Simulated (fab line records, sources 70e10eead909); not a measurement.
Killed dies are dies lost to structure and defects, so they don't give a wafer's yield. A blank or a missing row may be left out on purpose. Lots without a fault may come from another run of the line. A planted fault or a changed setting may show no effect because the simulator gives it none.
Chamber matching | flow nand_harc | NHARC_P_GATE_ALD_36 on ald_sin-01: 4 sister chambers
The step deposits SiNx, target thk 20 nm, pulse time 60 s, ald cycles 223. 16 wafers are shown with their chamber, then 8 later ones without.

WAFERS WITH THEIR CHAMBER
wafer  | chamber | heater_power_outer_w (W) | heater_power_w (W) | precursor_pulse_height_rel
L075.2 | 1       | 574                      | 931                | 1.026
L075.6 | 1       | 571                      | 952                | 0.998
L075.5 | 2       | 479                      | 787                | 1.034
L078.3 | 0       | 539                      | 833                | 1.032
L078.4 | 3       | 529                      | 858                | 1.011
L078.6 | 1       | 577                      | 953                | 0.997
L081.1 | 2       | 493                      | 826                | 0.999
L081.3 | 3       | 545                      | 830                | 1.014
L081.5 | 2       | 499                      | 820                | 0.988
L083.1 | 1       | 592                      | 947                | 1.010
L083.3 | 2       | 497                      | 814                | 0.997
L083.4 | 0       | 534                      | 837                | 1.013
L088.1 | 1       | 577                      | 955                | 1.010
L088.4 | 0       | 563                      | 877                | 1.002
L088.6 | 2       | 495                      | 836                | 1.007
L091.4 | 1       | 574                      | 966                | 1.005

SIGNATURES (means of the wafers above)
reading                    | chamber 0 | chamber 1 | chamber 2 | chamber 3 | scatter within a chamber
heater_power_outer_w       | 545.33    | 577.50    | 492.60    | 537.00    | 9.74
heater_power_w             | 849.00    | 950.67    | 816.60    | 844.00    | 17.3
precursor_pulse_height_rel | 1.01567   | 1.00767   | 1.00500   | 1.01250   | 0.0137
Rule: a wafer's distance from a chamber is the root of the sum, over the readings, of the square of ((its reading less the chamber's mean) divided by the reading's scatter). The wafer belongs to the nearest chamber; if the next one is less than 2 further off, it can't be placed. The scatter: the root of (the sum of the squares of (reading less its chamber's mean) over the shown wafers, divided by (wafers less chambers)).

WAFERS WITHOUT THEIR CHAMBER
wafer  | heater_power_outer_w (W) | heater_power_w (W) | precursor_pulse_height_rel
L091.3 | 576                      | 849                | 1.019
L091.5 | 575                      | 973                | 1.018
L094.3 | 506                      | 853                | 0.995
L094.4 | 537                      | 846                | 1.009
L094.1 | 564                      | 977                | 1.018
L097.4 | 530                      | 832                | 1.024
L097.3 | 560                      | 868                | 1.010
L097.1 | 499                      | 831                | 0.998

WHICH CHAMBER EACH WENT THROUGH
wafer  | from the rows above          | in truth
L091.3 | can't be placed: 0 or 3      | 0
L091.5 | 1                            | 1
L094.3 | can't be placed: 2 or 3 or 0 | 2
L094.4 | can't be placed: 3 or 0      | 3
L094.1 | 1                            | 1
L097.4 | can't be placed: 3 or 0      | 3
L097.3 | can't be placed: 0 or 3      | 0
L097.1 | 2                            | 2
Placed correctly: 3 of 8. Can't be placed from these rows: 5 (the true chamber is among the candidates in 5). Placed wrongly: 0.
